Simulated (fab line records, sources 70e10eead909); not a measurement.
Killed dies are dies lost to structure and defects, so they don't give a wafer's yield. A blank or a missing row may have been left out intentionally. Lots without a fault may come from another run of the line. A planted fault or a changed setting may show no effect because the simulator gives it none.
What tool caused it? / flow nandHarc / 12 lots, 36 wafers sampled, at 5 steps of a route of 1302

## WHAT THE GAUGES SHOWED, per wafer
NHARC_END_SORT_01. Usual: defectLimitedYield is 90.6 % with standard deviation 2.3, killedAtArray is 59 with standard deviation 16, killedAtOther is 0.8 with standard deviation 1.1, killedAtPeriphery is 3.6 with standard deviation 2.4, killedDies is 64 with standard deviation 16, killedOpen is 3.4 with standard deviation 1.8, and killedShort is 2.5 with standard deviation 1.6.
lot=L242; measured=day 24 12:20; on=prober-01; defectLimitedYield (%)=86.4 84.3 87.9; killedAtArray=86 101 78; killedAtOther=0 0 0; killedAtPeriphery=6 5 4; killedDies=92 106 82; killedOpen=5 3 4; killedShort=6 2 2; flag=
lot=L243; measured=day 25 04:42; on=prober-01; defectLimitedYield (%)=91.9 87.7 86.1; killedAtArray=50 80 92; killedAtOther=2 0 0; killedAtPeriphery=3 3 2; killedDies=55 83 94; killedOpen=1 4 6; killedShort=3 7 3; flag=
lot=L244; measured=day 25 05:31; on=prober-02; defectLimitedYield (%)=89.4 87.7 87.1; killedAtArray=68 81 87; killedAtOther=0 0 0; killedAtPeriphery=4 2 0; killedDies=72 83 87; killedOpen=2 3 4; killedShort=4 2 3; flag=
lot=L253; measured=day 29 10:19; on=prober-01; defectLimitedYield (%)=87.1 89.5 88.0; killedAtArray=85 68 77; killedAtOther=1 1 0; killedAtPeriphery=1 2 4; killedDies=87 71 81; killedOpen=2 3 4; killedShort=3 2 3; flag=
lot=L255; measured=day 29 10:20; on=prober-02; defectLimitedYield (%)=93.6 92.0 91.0; killedAtArray=38 46 54; killedAtOther=0 1 0; killedAtPeriphery=5 7 7; killedDies=43 54 61; killedOpen=2 3 5; killedShort=3 3 4; flag=
lot=L259; measured=day 31 05:10; on=prober-02; defectLimitedYield (%)=92.6 91.4 92.8; killedAtArray=47 49 46; killedAtOther=2 6 2; killedAtPeriphery=1 3 1; killedDies=50 58 49; killedOpen=2 2 5; killedShort=1 2 1; flag=
lot=L257; measured=day 31 22:25; on=prober-01; defectLimitedYield (%)=92.8 91.7 92.2; killedAtArray=46 51 50; killedAtOther=1 0 0; killedAtPeriphery=2 5 3; killedDies=49 56 53; killedOpen=4 3 6; killedShort=2 4 2; flag=
lot=L260; measured=day 31 21:13; on=prober-02; defectLimitedYield (%)=90.3 90.0 92.2; killedAtArray=61 62 48; killedAtOther=1 0 2; killedAtPeriphery=4 6 3; killedDies=66 68 53; killedOpen=10 8 3; killedShort=5 3 0; flag=
lot=L262; measured=day 32 20:16; on=prober-01; defectLimitedYield (%)=91.7 90.7 89.5; killedAtArray=53 62 71; killedAtOther=0 0 0; killedAtPeriphery=3 1 0; killedDies=56 63 71; killedOpen=3 5 3; killedShort=2 3 3; flag=
lot=L263; measured=day 33 13:08; on=prober-02; defectLimitedYield (%)=91.1 91.4 92.5; killedAtArray=48 50 44; killedAtOther=2 4 2; killedAtPeriphery=10 4 5; killedDies=60 58 51; killedOpen=2 4 1; killedShort=2 1 1; flag=
lot=L264; measured=day 33 11:26; on=prober-01; defectLimitedYield (%)=88.3 89.5 90.1; killedAtArray=78 68 64; killedAtOther=0 0 0; killedAtPeriphery=1 3 3; killedDies=79 71 67; killedOpen=6 2 5; killedShort=1 2 3; flag=
lot=L265; measured=day 33 21:01; on=prober-01; defectLimitedYield (%)=95.7 93.4 95.6; killedAtArray=28 41 29; killedAtOther=0 1 0; killedAtPeriphery=1 3 1; killedDies=29 45 30; killedOpen=4 4 2; killedShort=3 4 2; flag=

## TOOL THAT RAN EACH LOT (tool first, then ch and the chambers of the sampled wafers, then the start)
lot=L242; NHARC_A_BLC_STRIP_29=rieDiel-09 ch 0,2,3, day 22 19:42; NHARC_A_BLC_STRIP_21=rieDiel-09 ch 0,1,3, day 22 19:47; NHARC_A_M0_DEGAS_28=pvdSputter-03, day 22 23:38; NHARC_A_M0_CMP_23=cmp-03 ch 0,1,2, day 23 00:44
lot=L243; NHARC_A_BLC_STRIP_29=rieDiel-08 ch 0,1,3, day 23 08:26; NHARC_A_BLC_STRIP_21=rieDiel-08 ch 0,2,3, day 23 08:32; NHARC_A_M0_DEGAS_28=pvdSputter-02, day 23 12:13; NHARC_A_M0_CMP_23=cmp-03 ch 0,3, day 23 13:17
lot=L244; NHARC_A_BLC_STRIP_29=rieDiel-09 ch 1,2, day 23 10:33; NHARC_A_BLC_STRIP_21=rieDiel-09 ch 1,2, day 23 10:38; NHARC_A_M0_DEGAS_28=pvdSputter-02, day 23 14:55; NHARC_A_M0_CMP_23=cmp-03 ch 1,2, day 23 16:02
lot=L253; NHARC_A_BLC_STRIP_29=rieDiel-09 ch 1,2,3, day 27 13:52; NHARC_A_BLC_STRIP_21=rieDiel-09 ch 2,3, day 27 13:58; NHARC_A_M0_DEGAS_28=pvdSputter-01, day 27 17:58; NHARC_A_M0_CMP_23=cmp-02 ch 0,1, day 27 19:03
lot=L255; NHARC_A_BLC_STRIP_29=rieDiel-05 ch 0,2, day 27 20:34; NHARC_A_BLC_STRIP_21=rieDiel-05 ch 1,3, day 27 20:40; NHARC_A_M0_DEGAS_28=pvdSputter-03, day 28 00:56; NHARC_A_M0_CMP_23=cmp-04 ch 0,2,3, day 28 02:04
lot=L259; NHARC_A_BLC_STRIP_29=rieDiel-05 ch 0,1,2, day 29 11:04; NHARC_A_BLC_STRIP_21=rieDiel-05 ch 2,3, day 29 11:08; NHARC_A_M0_DEGAS_28=pvdSputter-01, day 29 14:59; NHARC_A_M0_CMP_23=cmp-03 ch 0,1,2, day 29 16:08
lot=L257; NHARC_A_BLC_STRIP_29=rieDiel-05 ch 0,2,3, day 30 00:22; NHARC_A_BLC_STRIP_21=rieDiel-05 ch 0,3, day 30 00:28; NHARC_A_M0_DEGAS_28=pvdSputter-01, day 30 04:11; NHARC_A_M0_CMP_23=cmp-03 ch 1,3, day 30 05:19
lot=L260; NHARC_A_BLC_STRIP_29=rieDiel-09 ch 1,2,3, day 30 01:50; NHARC_A_BLC_STRIP_21=rieDiel-09 ch 2,3, day 30 01:54; NHARC_A_M0_DEGAS_28=pvdSputter-02, day 30 06:28; NHARC_A_M0_CMP_23=cmp-04 ch 0,1,2, day 30 07:37
lot=L262; NHARC_A_BLC_STRIP_29=rieDiel-09 ch 0,1,3, day 30 18:21; NHARC_A_BLC_STRIP_21=rieDiel-09 ch 0,1,2, day 30 18:28; NHARC_A_M0_DEGAS_28=pvdSputter-02, day 30 22:19; NHARC_A_M0_CMP_23=cmp-03 ch 0,2,3, day 30 23:28
lot=L263; NHARC_A_BLC_STRIP_29=rieDiel-05 ch 0,1,2, day 31 15:46; NHARC_A_BLC_STRIP_21=rieDiel-05 ch 0,1,3, day 31 15:53; NHARC_A_M0_DEGAS_28=pvdSputter-03, day 31 19:40; NHARC_A_M0_CMP_23=cmp-04 ch 0,2, day 31 20:44
lot=L264; NHARC_A_BLC_STRIP_29=rieDiel-09 ch 2,3, day 31 17:01; NHARC_A_BLC_STRIP_21=rieDiel-09 ch 0,1,3, day 31 17:07; NHARC_A_M0_DEGAS_28=pvdSputter-01, day 31 21:05; NHARC_A_M0_CMP_23=cmp-04 ch 0,3, day 31 22:22
lot=L265; NHARC_A_BLC_STRIP_29=rieDiel-08 ch 0,1,3, day 32 02:48; NHARC_A_BLC_STRIP_21=rieDiel-08 ch 0,1,3, day 32 02:55; NHARC_A_M0_DEGAS_28=pvdSputter-03, day 32 06:43; NHARC_A_M0_CMP_23=cmp-03 ch 2,3, day 32 08:08
- NHARC_A_BLC_STRIP_29: strips in CF4.
- NHARC_A_BLC_STRIP_21: strips in O2.
- NHARC_A_M0_DEGAS_28: time 60 s.
- NHARC_A_M0_CMP_23: polishes, t overpolish 20 s, target thk 113.75 nm.

## AS READ BY THE TOOLS THEMSELVES (means over the sampled wafers that have a number; for cases with no such wafer, the mark the record gives instead)
NHARC_A_BLC_STRIP_29. Usual: drypumpMotorCurrentA 5.7 A, standard deviation 0.51; oesProductAu 1.001 a.u., standard deviation 0.012; rfVppV 59.6 V, standard deviation 0.88; showerheadPlenumPTorr 1.80 Torr, standard deviation 0.051; throttleValvePct 13.285 %, standard deviation 0.0091.
lot=L242; tool=rieDiel-09; drypumpMotorCurrentA (A)=6.0; oesProductAu (a.u.)=1.008; rfVppV (V)=59.5; showerheadPlenumPTorr (Torr)=1.82; throttleValvePct (%)=13.284; flag=
lot=L243; tool=rieDiel-08; drypumpMotorCurrentA (A)=6.0; oesProductAu (a.u.)=1.003; rfVppV (V)=59.8; showerheadPlenumPTorr (Torr)=1.76; throttleValvePct (%)=13.292; flag=
lot=L244; tool=rieDiel-09; drypumpMotorCurrentA (A)=5.8; oesProductAu (a.u.)=1.011; rfVppV (V)=59.3; showerheadPlenumPTorr (Torr)=1.80; throttleValvePct (%)=13.290; flag=
lot=L253; tool=rieDiel-09; drypumpMotorCurrentA (A)=5.8; oesProductAu (a.u.)=1.012; rfVppV (V)=58.8; showerheadPlenumPTorr (Torr)=1.82; throttleValvePct (%)=13.274; flag=
lot=L255; tool=rieDiel-05; drypumpMotorCurrentA (A)=5.4; oesProductAu (a.u.)=0.990; rfVppV (V)=59.5; showerheadPlenumPTorr (Torr)=1.77; throttleValvePct (%)=13.279; flag=
lot=L259; tool=rieDiel-05; drypumpMotorCurrentA (A)=5.6; oesProductAu (a.u.)=0.991; rfVppV (V)=59.4; showerheadPlenumPTorr (Torr)=1.80; throttleValvePct (%)=13.280; flag=
lot=L257; tool=rieDiel-05; drypumpMotorCurrentA (A)=5.5; oesProductAu (a.u.)=0.995; rfVppV (V)=59.9; showerheadPlenumPTorr (Torr)=1.79; throttleValvePct (%)=13.285; flag=
lot=L260; tool=rieDiel-09; drypumpMotorCurrentA (A)=5.8; oesProductAu (a.u.)=1.002; rfVppV (V)=59.6; showerheadPlenumPTorr (Torr)=1.82; throttleValvePct (%)=13.285; flag=
lot=L262; tool=rieDiel-09; drypumpMotorCurrentA (A)=5.8; oesProductAu (a.u.)=1.003; rfVppV (V)=60.3; showerheadPlenumPTorr (Torr)=1.79; throttleValvePct (%)=13.288; flag=
lot=L263; tool=rieDiel-05; drypumpMotorCurrentA (A)=5.6; oesProductAu (a.u.)=0.996; rfVppV (V)=59.7; showerheadPlenumPTorr (Torr)=1.80; throttleValvePct (%)=13.277; flag=
lot=L264; tool=rieDiel-09; drypumpMotorCurrentA (A)=6.0; oesProductAu (a.u.)=0.995; rfVppV (V)=59.3; showerheadPlenumPTorr (Torr)=1.85; throttleValvePct (%)=13.285; flag=
lot=L265; tool=rieDiel-08; drypumpMotorCurrentA (A)=6.0; oesProductAu (a.u.)=1.003; rfVppV (V)=58.9; showerheadPlenumPTorr (Torr)=1.83; throttleValvePct (%)=13.282; flag=

NHARC_A_BLC_STRIP_21. Usual: drypumpMotorCurrentA 5.8 A, standard deviation 0.51; oesProductAu 1.001 a.u., standard deviation 0.012; rfVppV 58.1 V, standard deviation 0.8; showerheadPlenumPTorr 3.60 Torr, standard deviation 0.1; throttleValvePct 17.036 %, standard deviation 0.0095.
lot=L242; tool=rieDiel-09; drypumpMotorCurrentA (A)=5.8; oesProductAu (a.u.)=1.002; rfVppV (V)=57.9; showerheadPlenumPTorr (Torr)=3.58; throttleValvePct (%)=17.041; flag=
lot=L243; tool=rieDiel-08; drypumpMotorCurrentA (A)=6.0; oesProductAu (a.u.)=1.017; rfVppV (V)=58.0; showerheadPlenumPTorr (Torr)=3.52; throttleValvePct (%)=17.037; flag=
lot=L244; tool=rieDiel-09; drypumpMotorCurrentA (A)=6.1; oesProductAu (a.u.)=1.008; rfVppV (V)=58.2; showerheadPlenumPTorr (Torr)=3.64; throttleValvePct (%)=17.042; flag=
lot=L253; tool=rieDiel-09; drypumpMotorCurrentA (A)=5.7; oesProductAu (a.u.)=1.016; rfVppV (V)=58.8; showerheadPlenumPTorr (Torr)=3.68; throttleValvePct (%)=17.023; flag=
lot=L255; tool=rieDiel-05; drypumpMotorCurrentA (A)=5.3; oesProductAu (a.u.)=0.998; rfVppV (V)=57.8; showerheadPlenumPTorr (Torr)=3.62; throttleValvePct (%)=17.028; flag=
lot=L259; tool=rieDiel-05; drypumpMotorCurrentA (A)=5.5; oesProductAu (a.u.)=1.006; rfVppV (V)=58.1; showerheadPlenumPTorr (Torr)=3.63; throttleValvePct (%)=17.040; flag=
lot=L257; tool=rieDiel-05; drypumpMotorCurrentA (A)=5.0; oesProductAu (a.u.)=0.990; rfVppV (V)=57.7; showerheadPlenumPTorr (Torr)=3.47; throttleValvePct (%)=17.031; flag=
lot=L260; tool=rieDiel-09; drypumpMotorCurrentA (A)=6.0; oesProductAu (a.u.)=1.002; rfVppV (V)=58.7; showerheadPlenumPTorr (Torr)=3.68; throttleValvePct (%)=17.041; flag=
lot=L262; tool=rieDiel-09; drypumpMotorCurrentA (A)=6.1; oesProductAu (a.u.)=1.006; rfVppV (V)=58.1; showerheadPlenumPTorr (Torr)=3.58; throttleValvePct (%)=17.038; flag=
lot=L263; tool=rieDiel-05; drypumpMotorCurrentA (A)=5.2; oesProductAu (a.u.)=0.999; rfVppV (V)=58.2; showerheadPlenumPTorr (Torr)=3.54; throttleValvePct (%)=17.034; flag=
lot=L264; tool=rieDiel-09; drypumpMotorCurrentA (A)=5.8; oesProductAu (a.u.)=0.997; rfVppV (V)=58.5; showerheadPlenumPTorr (Torr)=3.57; throttleValvePct (%)=17.034; flag=
lot=L265; tool=rieDiel-08; drypumpMotorCurrentA (A)=6.0; oesProductAu (a.u.)=1.006; rfVppV (V)=57.2; showerheadPlenumPTorr (Torr)=3.66; throttleValvePct (%)=17.038; flag=

NHARC_A_M0_DEGAS_28. Usual: heaterPowerW 344 W, standard deviation 33.
lot=L242; tool=pvdSputter-03; heaterPowerW (W)=308; flag=
lot=L243; tool=pvdSputter-02; heaterPowerW (W)=370; flag=
lot=L244; tool=pvdSputter-02; heaterPowerW (W)=371; flag=
lot=L253; tool=pvdSputter-01; heaterPowerW (W)=354; flag=
lot=L255; tool=pvdSputter-03; heaterPowerW (W)=312; flag=
lot=L259; tool=pvdSputter-01; heaterPowerW (W)=353; flag=
lot=L257; tool=pvdSputter-01; heaterPowerW (W)=362; flag=
lot=L260; tool=pvdSputter-02; heaterPowerW (W)=366; flag=
lot=L262; tool=pvdSputter-02; heaterPowerW (W)=351; flag=
lot=L263; tool=pvdSputter-03; heaterPowerW (W)=324; flag=
lot=L264; tool=pvdSputter-01; heaterPowerW (W)=346; flag=
lot=L265; tool=pvdSputter-03; heaterPowerW (W)=294; flag=

NHARC_A_M0_CMP_23. Usual: motorCurrentA 12.0 A, standard deviation 0.98; timeToEndpointS 29.3 s, standard deviation 2.5.
lot=L242; tool=cmp-03; motorCurrentA (A)=11.9; timeToEndpointS (s)=29.0; flag=
lot=L243; tool=cmp-03; motorCurrentA (A)=12.0; timeToEndpointS (s)=26.8; flag=
lot=L244; tool=cmp-03; motorCurrentA (A)=11.3; timeToEndpointS (s)=30.4; flag=
lot=L253; tool=cmp-02; motorCurrentA (A)=12.3; timeToEndpointS (s)=24.0; flag=
lot=L255; tool=cmp-04; motorCurrentA (A)=12.5; timeToEndpointS (s)=28.6; flag=
lot=L259; tool=cmp-03; motorCurrentA (A)=11.7; timeToEndpointS (s)=31.3; flag=
lot=L257; tool=cmp-03; motorCurrentA (A)=12.3; timeToEndpointS (s)=28.4; flag=
lot=L260; tool=cmp-04; motorCurrentA (A)=12.4; timeToEndpointS (s)=28.0; flag=
lot=L262; tool=cmp-03; motorCurrentA (A)=11.7; timeToEndpointS (s)=27.5; flag=
lot=L263; tool=cmp-04; motorCurrentA (A)=12.4; timeToEndpointS (s)=24.4; flag=
lot=L264; tool=cmp-04; motorCurrentA (A)=13.6; timeToEndpointS (s)=26.2; flag=
lot=L265; tool=cmp-03; motorCurrentA (A)=11.3; timeToEndpointS (s)=29.6; flag=

## THE ANSWER, worked out from the rows above alone
Rule: take the mean of a lot's wafers that have a number; if it is more than 3 standard deviations from the usual mean, the lot is off. A lot without any number at a reading at which 4 lots or more have one is off too. The other lots that the step has rows for count as sound. Order of review: gauges by route order, followed by the tools' own readings, for which a lot's mean as printed above is used. At the first step where some lot is off, the reading lying furthest off is the one used; lots without a number count as furthest.
Nothing can be told from this: no lot is off at any reading shown.

## WHAT HAD BEEN PUT IN BY THE SIMULATOR
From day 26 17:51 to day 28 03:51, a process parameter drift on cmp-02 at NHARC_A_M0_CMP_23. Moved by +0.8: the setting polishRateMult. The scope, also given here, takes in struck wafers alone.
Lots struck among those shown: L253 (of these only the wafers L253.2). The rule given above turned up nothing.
